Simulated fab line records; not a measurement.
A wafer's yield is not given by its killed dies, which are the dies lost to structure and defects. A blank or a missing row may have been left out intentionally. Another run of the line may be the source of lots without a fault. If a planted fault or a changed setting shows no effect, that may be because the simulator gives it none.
Matching of chambers :: flow nand harc :: 4 sister chambers for NHARC_P_GATE_ETCH_32 on rie si-01
The step etches the open film in HBr/Cl2, target depth 150 nm, time 100.1 s. 4 wafers are shown with their chamber, then 9 later ones without.

## EACH WAFER AND ITS CHAMBER
wafer: L085.6
chamber: 0
drypump motor current A (A): 6.1

wafer: L089.1
chamber: 3
drypump motor current A (A): 5.0

wafer: L091.1
chamber: 2
drypump motor current A (A): 5.6

wafer: L091.5
chamber: 1
drypump motor current A (A): 5.9

## WAFERS WITHOUT THEIR CHAMBER
wafer: L092.2
drypump motor current A (A): 5.5

wafer: L092.5
drypump motor current A (A): 6.2

wafer: L092.6
drypump motor current A (A): 5.9

wafer: L095.1
drypump motor current A (A): 6.2

wafer: L095.2
drypump motor current A (A): 5.0

wafer: L095.4
drypump motor current A (A): 5.6

wafer: L097.1
drypump motor current A (A): 6.2

wafer: L097.4
drypump motor current A (A): 5.8

wafer: L097.5
drypump motor current A (A): 6.2

## EACH ONE'S CHAMBER
wafer: L092.2
from the rows above: 2
in truth: 2

wafer: L092.5
from the rows above: 0
in truth: 0

wafer: L092.6
from the rows above: 1
in truth: 1

wafer: L095.1
from the rows above: 0
in truth: 0

wafer: L095.2
from the rows above: 3
in truth: 3

wafer: L095.4
from the rows above: 2
in truth: 2

wafer: L097.1
from the rows above: 0
in truth: 0

wafer: L097.4
from the rows above: can't be placed: 1 or 2
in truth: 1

wafer: L097.5
from the rows above: 0
in truth: 0
Correctly placed: 8 of 9. Unplaceable from these rows: 1, with the true chamber sitting among the candidates in 1. 0 placed wrongly.
How it was worked out, from the rows above alone: a wafer's distance from a chamber is the root of the sum, over the readings, of the square of ((its reading less the chamber's mean) divided by the reading's scatter). If the next closest chamber is less than 2 further off than the closest, the wafer can't be placed; otherwise it belongs to the closest. For every chamber, the mean is computed from those of its wafers that are shown. The scatter (one wafer shown for each chamber): square how far every hidden wafer sits from the nearest shown wafer, average those squares and take the square root.
